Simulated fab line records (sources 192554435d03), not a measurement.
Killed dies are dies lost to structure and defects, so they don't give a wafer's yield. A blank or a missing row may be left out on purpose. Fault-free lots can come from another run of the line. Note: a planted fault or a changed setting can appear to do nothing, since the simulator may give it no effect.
Chamber matching | flow n5Finfet | N5_BEOL_M0_SAQP_SPACER1_ALD_98 on aldSin-02: 4 sister chambers
The step deposits SiO2, target thk 12.8 nm, pulse time 1 s, purge time 2 s. 4 wafers are shown with their chamber, then 7 later ones without.

## EACH WAFER AND ITS CHAMBER
wafer  | chamber | heaterPowerOuterW (W)
L081.5 | 2       | 236
L088.5 | 3       | 283
L092.1 | 0       | 292
L092.2 | 1       | 262

## WAFERS WITHOUT THEIR CHAMBER
wafer  | heaterPowerOuterW (W)
L092.3 | 248
L095.1 | 285
L095.4 | 247
L095.5 | 247
L096.3 | 244
L096.4 | 258
L096.6 | 261

## EACH ONE'S CHAMBER
wafer  | from the rows above     | in truth
L092.3 | can't be placed: 2 or 1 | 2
L095.1 | can't be placed: 3 or 0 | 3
L095.4 | can't be placed: 2 or 1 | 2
L095.5 | can't be placed: 2 or 1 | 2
L096.3 | can't be placed: 2 or 1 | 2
L096.4 | 1                       | 1
L096.6 | 1                       | 1
2 of 7 placed correctly. These rows do not allow placing 5 (true chamber among the candidates in 5). 0 placed wrongly.
How it was worked out, from the rows above alone: a wafer's distance from a chamber is the root of the sum, over the readings, of the square of ((its reading less the chamber's mean) divided by the reading's scatter). If the next closest chamber is less than 2 further off than the closest, the wafer can't be placed; otherwise it belongs to the closest. The mean given for a chamber averages the wafers shown for that chamber. The scatter: with one shown wafer a chamber, the root of the mean of the squares of how far each hidden wafer lies from its nearest shown one.
